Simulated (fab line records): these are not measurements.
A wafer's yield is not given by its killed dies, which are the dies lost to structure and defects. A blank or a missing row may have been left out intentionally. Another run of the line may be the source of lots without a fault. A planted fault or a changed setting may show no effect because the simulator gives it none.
Struck lot and sound lot, side by side	flow n5 finfet	27 steps out of a route of 1938
Sound: the wafers L371.2, L371.4, L371.6. Struck: wafer L382.1. (L382.2, L382.4 of the same lot were not struck and are left out.) The cause comes at the end.
Per side, at each step with rows, come the tool, then ch with its chambers, and then its first start. Under that, the readings that differ: sound wafers	struck wafers	difference of the means	sigmas: that difference in standard deviations of wafers without a fault.
alike: words and numbers the same on both sides, and readings whose means are apart by under 2 such deviations; not compared: readings that were withheld, readings missing a value for some wafer, numbers with overlapping values and no deviation given by the record, and bounds like >300 which may hide the same value.
The two part at a step that has a row with sigmas, a row that says differs or no value, or rows on one side only. Non-overlapping numbers with no deviation appear without sigmas and do not part them. A reading missing from all wafers of one side parts the sides only when that side holds two or more wafers.

N5_BEOL_M4_THK_MEAS_53: measures by xrf.
  sound: film metro-01 at day 8 15:10; struck: film metro-02 at day 11 10:54
  alike: M4_THK
N5_BEOL_M4_PRE_CLEAN_60: time 15 s.
  sound on cvd co-01 ch 0,1, day 8 15:12; struck on cvd co-01 ch 0, day 11 10:56
  alike: heater power w
N5_BEOL_M4_CO_CAP_55: material Co, precursor CCTBA/H2, target thk 2 nm, time 102.1 s.
  sound on cvd co-01 ch 0,1, day 8 15:14; struck on cvd co-01 ch 0, day 11 10:59
  alike: heater power w
then, 2 steps without rows for these wafers: N5_BEOL_M4_PRE_CLEAN_56 (time 15 s); N5_BEOL_M4_DEP_57 (deposits SiCN from 3MS/NH3, target thk 8 nm, time 14 s).
N5_BEOL_M4_RS_MEAS_58: a four-point-probe measurement.
  sound: film metro-02 at day 8 15:26; struck: film metro-02 at day 11 11:10
  alike: M4_RS
N5_BEOL_M4_INSPECT_59: inspects for defects (darkfield).
  sound: defect inspect-02 at day 8 15:28; struck: defect inspect-01 at day 11 11:11
  alike: raw defect count
N5_BEOL_M4_RC_MEAS_101:
  sound on prober-01 ch 0, day 8 15:38; struck on prober-02 ch 0, day 11 11:13
  alike: DIBL_N, DIBL_P, IOFF_N, IOFF_P, ION_N, ION_P, SS_N, SS_P, VT_N, VT_P
N5_BEOL_M5_ILD_DEP_00: deposits SiCOH lowk from DEMS/porogen, target thk 140.64 nm, time 25.9 s.
  sound on pecvd-01 ch 0,2, day 8 16:28; struck on pecvd-04 ch 0, day 11 12:11
  alike: heater power w, showerhead plenum p Torr, showerhead vpp V, throttle valve pct
N5_BEOL_M5_CURE_79: cures SiCOH lowk, time 240 s.
  sound on uv cure-01 ch 1, day 8 16:36; struck on uv cure-02 ch 2, day 11 12:14
reading	sound	struck	difference	sigmas
wafer_temp_C_max	386.6 386.1 386.2	387.5	+1.2	+2
  alike: lamp power pct
N5_BEOL_M5_THK_MEAS_01:
  sound: film metro-02 at day 8 17:02; struck: film metro-01 at day 11 12:46
reading	sound	struck	difference	sigmas
M5_ILD_THK (nm)	123.1 124.7 123.3	120.0	-3.7	-2
then, 1 step without rows for these wafers: N5_BEOL_M5_PECVD_70 (deposits SiO2 from TEOS/O2, target thk 16 nm, time 18 s).
N5_BEOL_M5_HM_DEP_02: deposits TiN, target thk 20 nm.
  sound: pvd sputter-03 at day 8 18:34; struck: pvd sputter-02 at day 11 14:21
  alike: throttle valve pct
then, 9 steps without rows for these wafers: N5_BEOL_M5_COAT_59 (time 60 s, resist thk 60 nm); N5_BEOL_M5_COAT_60 (time 60 s, resist thk 12 nm); N5_BEOL_M5_COAT_71 (time 60 s, resist thk 5 nm); N5_BEOL_M5_COAT_05 (resist thk 30 nm); N5_BEOL_M5_EBR_07; N5_BEOL_M5_SOFTBAKE_06 (time 60 s); N5_BEOL_M5_EXPOSE_08 (exposes mask M5, target cd 28 nm); N5_BEOL_M5_PEB_09 (peb time 60 s); N5_BEOL_M5_DEVELOP_10 (develop time 30 s).
N5_BEOL_M5_CD_MEAS_11: the cd target is 27.74 nm.
  sound on cd sem-02 ch 0, day 8 18:58; struck on cd sem-03 ch 0, day 11 14:44
  alike: cd nm
N5_BEOL_M5_OVL_MEAS_12:
  sound on overlay-02 ch 0, day 8 19:00; struck on overlay-01 ch 0, day 11 14:46
  alike: M5_OVL
N5_BEOL_M5_INSPECT_13: inspects for defects (brightfield).
  sound: defect inspect-02 at day 8 19:03; struck: defect inspect-01 at day 11 14:50
reading	sound	struck	difference	sigmas
raw defect count	488 571 521	707	+180	+2
N5_BEOL_M5_DESCUM_16: chemistry O2, time 7 s.
  sound on rie diel-02 ch 0,2, day 8 19:05; struck on rie diel-06 ch 3, day 11 14:52
  alike: drypump motor current A, oes product au, rf vpp V, showerhead plenum p Torr, throttle valve pct
  not compared: rf hours counter h
-- record jumps: 4 days separate the struck wafers' starts on either side; left off in module BEOL_M5, taken up again in module PASSIVATION, whose first shown step is the route's number 1936 --
N5_PASSIVATION_PROBE_49:
  the record has rows for the struck wafers here (prober-02, day 16 01:05) and none for the sound ones

WHERE THEY PART
Earliest at N5_BEOL_M5_CURE_79; latest, in this record, at N5_PASSIVATION_PROBE_49.

WHY: whatever the simulator had introduced
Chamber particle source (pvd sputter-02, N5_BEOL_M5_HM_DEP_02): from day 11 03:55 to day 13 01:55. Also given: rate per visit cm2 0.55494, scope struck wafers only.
